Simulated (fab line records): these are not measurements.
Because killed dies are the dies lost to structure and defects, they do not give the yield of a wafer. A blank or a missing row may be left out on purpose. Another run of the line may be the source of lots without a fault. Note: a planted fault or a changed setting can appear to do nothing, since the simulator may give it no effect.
Matching of chambers -- flow n5 finfet -- N5_BEOL_M0_CUTY_ETCH_63 on rie diel-01: 4 sister chambers
The step etches SOC in N2/H2, target depth 82.7 nm, overetch 16.5 nm, time 124 s. 14 wafers are shown with their chamber, then 7 later ones without.

== EACH WAFER AND ITS CHAMBER ==
wafer,chamber,showerhead plenum p Torr (Torr),throttle valve pct (%),drypump motor current A (A)
L076.2,3,2.51,17.85,5.85
L076.4,0,2.47,17.71,5.77
L076.6,1,2.69,17.85,5.52
L087.1,0,2.46,17.74,5.76
L087.2,2,2.55,18.33,5.64
L087.6,2,2.55,18.33,5.64
L088.2,0,2.46,17.76,5.77
L088.5,1,2.68,17.90,5.57
L088.6,0,2.46,17.75,5.76
L089.1,1,2.68,17.89,5.55
L089.2,2,2.55,18.34,5.65
L089.4,2,2.55,18.33,5.66
L091.3,2,2.54,18.36,5.64
L091.4,0,2.46,17.76,5.75

SIGNATURES (means of the wafers above)
reading,chamber 0,chamber 1,chamber 2,chamber 3,scatter within a chamber
showerhead plenum p Torr,2.4620,2.6833,2.5480,2.5100,0.00476
throttle valve pct,17.7440,17.8800,18.3380,17.8500,0.0195
drypump motor current A,5.7620,5.5467,5.6460,5.8500,0.0137
Rule: for each reading, subtract the chamber's mean from the wafer's reading, divide by that reading's scatter and square the result; add these up over the readings and take the root, which gives the wafer's distance from the chamber. If the next closest chamber is less than 2 further off than the closest, the wafer can't be placed; otherwise it belongs to the closest. The scatter: take each reading less its chamber's mean, square it, sum over the shown wafers, divide by the number of wafers less the number of chambers, and take the root.

== WAFERS WHOSE CHAMBER IS MISSING ==
wafer,showerhead plenum p Torr (Torr),throttle valve pct (%),drypump motor current A (A)
L091.5,2.67,17.91,5.52
L095.1,2.67,17.91,5.54
L095.2,2.46,17.79,5.77
L095.6,2.50,17.45,5.85
L096.1,2.50,17.46,5.87
L096.2,2.54,18.37,5.66
L096.5,2.50,17.45,5.87

== WHICH CHAMBER EACH ONE RAN IN ==
wafer,from the rows above,in truth
L091.5,1,1
L095.1,1,1
L095.2,0,0
L095.6,0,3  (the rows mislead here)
L096.1,can't be placed: 0 or 3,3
L096.2,2,2
L096.5,can't be placed: 0 or 3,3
4 of 7 placed correctly. Unplaceable from these rows: 2, with the true chamber sitting among the candidates in 2. Wrongly placed: 1.
